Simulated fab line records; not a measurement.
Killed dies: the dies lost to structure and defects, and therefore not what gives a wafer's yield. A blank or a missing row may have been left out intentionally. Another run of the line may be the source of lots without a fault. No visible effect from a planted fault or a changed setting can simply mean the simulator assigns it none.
fab line records -- flow n5Finfet
[record] lots = 11, wafers = 32, lastDay = 17
route steps=1938 shown BEOL_M15@1817 MIM_BOT@1832 MIM_BOT_ETCH@1867 TV_OPEN@1887
lots that met no fault: taken from a fault-free run of the same line
startH: hours from the record's first day to the start of the lot's first wafer shown -- waitH: how many hours have passed since the lot's step before this one -- " identical to the entry in the row above -- L1.1+2: one row covering several wafers at once -- - no value, or no start given -- * or withheld: withheld -- < > ~ a bound
route shown NAME@n: a module of which the file shows steps, and the number in the route of the first -- usual: the fault-free wafers' mean and standard deviation -- same: alike in all rows -- chamber/n: place in a boat -- sites: readings site by site -- _std_site: standard deviation of those values -- _edge_site: inner sites' mean taken away from outer sites' mean -- radiusMm: for every site, how far away it sits from the centre of the wafer -- mask NAME#n: copy n -- behind: the tool/chamber that last shaped the wafer -- hold: the reason the lot was held/the length of the hold in hours/how it ended -- device: the transistor (n, p or np) that didn't switch -- end of line: the same wafers' tests at the end of the route -- a step with no rows: only its recipe -- killed: count of dies lost to structure and defects at first sort (not the wafer's yield) -- map: a wafer's dies, x killed, . not, _ none there
set.NAME: the setting the step ran with; set.NAME@STEP: the setting that earlier step ran with -- model.NAME: the simulator's own value behind a step, which no gauge read
a sample of lots followed through the steps of the route, with each step as a table and each wafer as a row
services: the hour from which a tool's chamber was out of use, counted from the record's first day as startH (under 0 if before that day), plus the number of hours and why
[[steps]]
[step N5_BEOL_M15_DEGAS_41]
[recipe] ambient = vacuum, tempC = 300, timeS = 60
[usual] heaterPowerW = 471/83
[same] timeS = 60
lot.wafer,tool,chamber,startH,waitH,heaterPowerW
L958.1,pvdSputter-03,-,266.74,0.2,596
L958.3,pvdSputter-03,-,266.74,0.2,495
L958.5,pvdSputter-03,-,266.74,0.2,479
L960.1,pvdSputter-02,-,287.53,0.5,546
L960.3,pvdSputter-02,-,287.53,0.5,336
L960.6,pvdSputter-02,-,287.53,0.5,439
L962.1,pvdSputter-03,-,295.26,0.3,476
L962.3,pvdSputter-03,-,295.26,0.3,379
L962.6,pvdSputter-03,-,295.26,0.3,374
L965.1,pvdSputter-02,-,307.31,0.2,595
L965.2,pvdSputter-02,-,307.31,0.2,447
L965.3,pvdSputter-02,-,307.31,0.2,334
L966.2,pvdSputter-01,-,317.70,0.4,513
L966.4,pvdSputter-01,-,317.70,0.4,452
L966.5,pvdSputter-01,-,317.70,0.4,468
L968.3,pvdSputter-02,-,325.71,0.3,333
L968.4,pvdSputter-02,-,325.71,0.3,537
L968.6,pvdSputter-02,-,325.71,0.3,548
L970.1,pvdSputter-03,-,332.94,0.1,497
L970.3,pvdSputter-03,-,332.94,0.1,383
L970.6,pvdSputter-03,-,332.94,0.1,473
L973.1,pvdSputter-02,-,342.79,0.1,546
L973.2,pvdSputter-02,-,342.79,0.1,581
L973.5,pvdSputter-02,-,342.79,0.1,339
L974.2,pvdSputter-02,-,347.22,0.0,445
L974.3,pvdSputter-02,-,347.22,0.0,529
L974.4,pvdSputter-02,-,347.22,0.0,594
L975.2,pvdSputter-03,-,377.85,0.3,489
L975.5,pvdSputter-03,-,377.85,0.3,585
L975.6,pvdSputter-03,-,377.85,0.3,375
L980.5,pvdSputter-02,-,386.31,0.2,336
L980.6,pvdSputter-02,-,386.31,0.2,445
[step N5_MIM_BOT_DEGAS_01]
[recipe] ambient = vacuum, tempC = 300, timeS = 60
[usual] heaterPowerW = 480/70
[same] timeS = 60
lot.wafer,tool,chamber,startH,waitH,heaterPowerW
L958.1,pvdSputter-03,-,273.25,2.3,612
L958.3,pvdSputter-03,-,273.25,2.3,467
L958.5,pvdSputter-03,-,273.25,2.3,493
L960.1,pvdSputter-01,-,290.36,0.5,471
L960.3,pvdSputter-01,-,290.36,0.5,442
L960.6,pvdSputter-01,-,290.36,0.5,443
L962.1,pvdSputter-03,-,298.14,0.3,386
L962.3,pvdSputter-03,-,298.14,0.3,497
L962.6,pvdSputter-03,-,298.14,0.3,496
L965.1,pvdSputter-03,-,311.14,1.5,613
L965.2,pvdSputter-03,-,311.14,1.5,471
L965.3,pvdSputter-03,-,311.14,1.5,503
L966.2,pvdSputter-03,-,320.45,0.4,367
L966.4,pvdSputter-03,-,320.45,0.4,603
L966.5,pvdSputter-03,-,320.45,0.4,482
L968.3,pvdSputter-01,-,329.84,0.7,453
L968.4,pvdSputter-01,-,329.84,0.7,472
L968.6,pvdSputter-01,-,329.84,0.7,440
L970.1,pvdSputter-03,-,336.70,1.4,367
L970.3,pvdSputter-03,-,336.70,1.4,504
L970.6,pvdSputter-03,-,336.70,1.4,371
L973.1,pvdSputter-01,-,346.26,0.3,462
L973.2,pvdSputter-01,-,346.26,0.3,451
L973.5,pvdSputter-01,-,346.26,0.3,442
L974.2,pvdSputter-02,-,350.06,0.2,538
L974.3,pvdSputter-02,-,350.06,0.2,584
L974.4,pvdSputter-02,-,350.06,0.2,435
L975.2,pvdSputter-01,-,380.68,0.4,447
L975.5,pvdSputter-01,-,380.68,0.4,461
L975.6,pvdSputter-01,-,380.68,0.4,431
L980.5,pvdSputter-02,-,389.41,0.6,591
L980.6,pvdSputter-02,-,389.41,0.6,543
[step N5_MIM_BOT_ETCH_ETCH_03]
[recipe] chemistry = Cl2/BCl3, targetDepthA = 120, pressureMtorr = 8, icpW = 800, biasW = 100, Cl2_flow_sccm = 20, bcl3FlowSccm = 80
[usual] drypumpMotorCurrentA = 5.9/0.45, oesProductAu = 0.79/0.057, rfFwdPowerW = 793.1/2.9, throttleValvePct = 27.38/0.12
lot.wafer,tool,chamber,startH,waitH,drypumpMotorCurrentA,oesProductAu,rfFwdPowerW,rfHoursCounterH,throttleValvePct
L958.1,rieMetal-02,0,275.98,0.1,6.6,0.79,788.4,33,27.22
L958.3,rieMetal-02,1,275.98,0.1,5.8,0.79,795.6,-,27.48
L958.5,rieMetal-02,0,275.98,0.1,6.6,0.79,792.3,-,27.21
L960.1,rieMetal-01,1,295.00,0.1,5.5,0.88,791.1,10,27.31
L960.3,rieMetal-01,1,295.00,0.1,5.5,0.87,790.2,-,27.33
L960.6,rieMetal-01,1,295.00,0.1,5.5,0.88,793.9,-,27.32
L962.1,rieMetal-02,0,300.67,0.1,6.6,0.79,794.0,35,27.20
L962.3,rieMetal-02,1,300.67,0.1,5.8,0.79,793.0,-,27.50
L962.6,rieMetal-02,1,300.67,0.1,5.8,0.78,796.9,-,27.47
L965.1,rieMetal-02,0,313.42,0.1,6.6,0.78,790.5,37,27.21
L965.2,rieMetal-02,1,313.42,0.1,5.8,0.77,795.5,28,27.47
L965.3,rieMetal-02,1,313.42,0.1,5.8,0.78,798.9,-,27.47
L966.2,rieMetal-02,0,323.09,0.1,6.6,0.77,792.7,38,27.21
L966.4,rieMetal-02,1,323.09,0.1,5.8,0.77,796.1,-,27.47
L966.5,rieMetal-02,1,323.09,0.1,5.8,0.78,792.4,-,27.48
L968.3,rieMetal-03,0,333.47,0.1,5.4,0.81,796.4,-,27.40
L968.4,rieMetal-03,1,333.47,0.1,5.6,0.96,793.5,-,27.52
L968.6,rieMetal-03,1,333.47,0.1,5.7,0.96,790.0,-,27.50
L970.1,rieMetal-02,1,339.17,0.1,5.8,0.77,798.6,30,27.48
L970.3,rieMetal-02,0,339.17,0.1,6.6,0.77,789.6,-,27.21
L970.6,rieMetal-02,1,339.17,0.1,5.8,0.77,795.7,-,27.49
L973.1,rieMetal-02,1,348.58,0.1,5.8,0.67,601.9,31,27.47
L973.2,rieMetal-02,0,348.58,0.1,6.6,0.77,792.6,40,27.22
L973.5,rieMetal-02,1,348.58,0.1,5.8,0.67,605.2,-,27.47
L974.2,rieMetal-02,0,353.79,0.1,6.6,0.77,789.0,41,27.23
L974.3,rieMetal-02,0,353.79,0.1,6.6,0.77,791.1,-,27.21
L974.4,rieMetal-02,1,353.79,0.1,5.8,0.67,602.5,-,27.49
L975.2,rieMetal-03,0,385.51,0.1,5.3,0.78,797.2,37,27.42
L975.5,rieMetal-03,1,385.51,0.1,5.6,0.93,796.3,-,27.51
L975.6,rieMetal-03,0,385.51,0.1,5.4,0.77,795.5,-,27.40
L980.5,rieMetal-03,0,392.05,0.1,5.4,0.77,790.4,-,27.40
L980.6,rieMetal-03,1,392.05,0.1,5.7,0.92,795.5,-,27.53
[step N5_PASSIVATION_PASS_ETCH_74]
[recipe] chemistry = CF4/O2, target = SiNx, targetDepthA = 2200, timeS = 110, ionEnergyEv = 100, pressureMtorr = 40, sourceW = 535, biasW = 49, Ar_flow_sccm = 100, cf4FlowSccm = 100, O2_flow_sccm = 10
[usual] drypumpMotorCurrentA = 5.9/0.4, oesProductAu = 0.78/0.098, rfFwdPowerW = 532.6/1.7, rfVppV = 239/8.1, showerheadPlenumPTorr = 2.21/0.064, throttleValvePct = 16.0/0.3
[same] timeS = 110
lot.wafer,tool,chamber,startH,waitH,drypumpMotorCurrentA,oesProductAu,rfFwdPowerW,rfHoursCounterH,rfVppV,showerheadPlenumPTorr,throttleValvePct
L958.1,rieDiel-02,3,279.13,0.0,5.7,0.68,534.3,239,251,2.16,16.5
L958.3,rieDiel-02,1,279.13,0.0,5.7,0.69,533.6,221,229,2.12,16.4
L958.5,rieDiel-02,0,279.13,0.0,6.0,0.94,532.8,-,251,2.22,15.6
L960.1,rieDiel-02,0,298.61,0.0,6.0,0.93,532.6,22,250,2.22,15.6
L960.3,rieDiel-02,1,298.61,0.0,5.7,0.69,531.8,227,230,2.12,16.4
L960.6,rieDiel-02,1,298.61,0.0,5.7,0.68,531.3,-,229,2.12,16.5
L962.1,rieDiel-03,3,302.15,0.0,6.6,0.82,534.6,70,243,2.31,15.8
L962.3,rieDiel-03,1,302.15,0.0,5.7,0.70,531.7,205,235,2.18,16.3
L962.6,rieDiel-03,3,302.15,0.0,6.6,0.84,535.6,-,243,2.32,15.8
L965.1,rieDiel-03,0,314.90,0.0,6.1,0.71,535.6,201,234,2.27,15.9
L965.2,rieDiel-03,3,314.90,0.0,6.6,0.82,534.6,74,242,2.31,15.8
L965.3,rieDiel-03,1,314.90,0.0,5.7,0.69,533.4,209,236,2.18,16.3
L966.2,rieDiel-02,2,325.10,0.0,6.0,0.71,535.0,225,239,2.27,16.2
L966.4,rieDiel-02,2,325.10,0.0,6.0,0.72,530.8,-,239,2.27,16.2
L966.5,rieDiel-02,0,325.10,0.0,5.9,0.91,531.3,-,251,2.22,15.6
L968.3,rieDiel-01,3,336.73,0.0,6.3,0.93,532.2,19,241,2.16,15.6
L968.4,rieDiel-01,2,336.73,0.0,5.4,0.81,531.7,119,246,2.20,16.2
L968.6,rieDiel-01,3,336.73,0.0,6.4,0.93,532.2,-,239,2.16,15.6
L970.1,rieDiel-01,3,342.47,0.0,6.3,0.93,529.6,21,241,2.15,15.6
L970.3,rieDiel-01,0,342.47,0.0,5.1,0.70,531.4,233,234,2.27,16.1
L970.6,rieDiel-01,2,342.47,0.0,5.4,0.80,531.5,-,245,2.20,16.2
L973.1,rieDiel-01,2,350.81,0.0,5.4,0.81,530.2,122,246,2.20,16.2
L973.2,rieDiel-01,0,350.81,0.0,5.1,0.71,529.8,236,235,2.27,16.1
L973.5,rieDiel-01,3,350.81,0.0,6.3,0.93,531.9,-,239,2.15,15.6
L974.2,rieDiel-02,0,357.04,0.0,5.9,0.89,531.6,44,253,2.21,15.6
L974.3,rieDiel-02,1,357.04,0.0,5.7,0.67,532.5,246,230,2.11,16.5
L974.4,rieDiel-02,2,357.04,0.0,6.0,0.70,532.2,236,238,2.27,16.3
L975.2,rieDiel-02,0,388.84,0.0,6.0,0.87,532.0,56,251,2.21,15.7
L975.5,rieDiel-02,0,388.84,0.0,6.0,0.87,532.8,-,252,2.21,15.7
L975.6,rieDiel-02,3,388.84,0.0,5.7,0.94,531.6,-,251,2.15,16.0
L980.5,rieDiel-02,2,393.75,0.0,6.0,0.69,532.3,-,238,2.27,16.3
L980.6,rieDiel-02,1,393.75,0.0,5.7,0.97,532.3,-,233,2.37,16.0
[[services]]
tool,chamber,startH,hours,kind
rieMetal-03,-,264.48,1.2,repair
rieMetal-03,0,269.77,1.1,repair
rieMetal-01,0,279.32,6.2,repair
rieDiel-03,-,283.25,0.1,repair
rieDiel-03,1,299.40,1.6,repair
rieDiel-02,1,311.81,7.9,repair
rieDiel-02,3,314.33,6.4,repair
rieDiel-02,3,320.94,-,clean
rieDiel-02,3,320.94,-,consumableReplace:focusRing
rieDiel-02,3,320.94,25.9,scheduledDown
rieDiel-02,3,320.94,25.9,ventCycle
pvdSputter-02,-,321.23,1.2,repair
pvdSputter-01,-,330.79,2.4,repair
rieMetal-02,-,339.41,0.4,repair
rieDiel-01,2,344.05,3.6,repair
rieMetal-01,0,351.79,6.4,repair
rieDiel-02,3,358.48,9.0,repair
rieMetal-01,0,360.48,17.6,repair
pvdSputter-01,-,366.78,2.9,repair
rieDiel-02,1,369.38,-,clean
rieDiel-02,1,369.38,-,consumableReplace:focusRing
rieDiel-01,3,371.86,5.6,repair
pvdSputter-03,-,373.64,2.2,repair
rieDiel-01,-,377.20,0.4,repair
[[key]]
[firstSign] step = N5_MIM_BOT_ETCH_ETCH_03, reading = rfFwdPowerW, direction = down, sigmas = 66, usual = *, struck = *
[effect] step = N5_MIM_BOT_ETCH_ETCH_03, reading = oesProductAu, direction = down, sigmas = 2.2, usual = 0.79, struck = 0.67
metAt N5_MIM_BOT_ETCH_ETCH_03
struckLots L973,L974
struckWafers L973.1,L973.5,L974.4
notActingAt N5_BEOL_M15_DEGAS_41,N5_MIM_BOT_DEGAS_01,N5_PASSIVATION_PASS_ETCH_74
onsetBetween 339.17 348.58
[fault] kind = processParameterDrift, tool = rieMetal-02, chamber = 1, onsetH = 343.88, steps = N5_MIM_BOT_ETCH_ETCH_03, channel = icpW, offset = -192, shape = step, endH = 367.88, actsIn = theseRecipesOnly, stated = 800
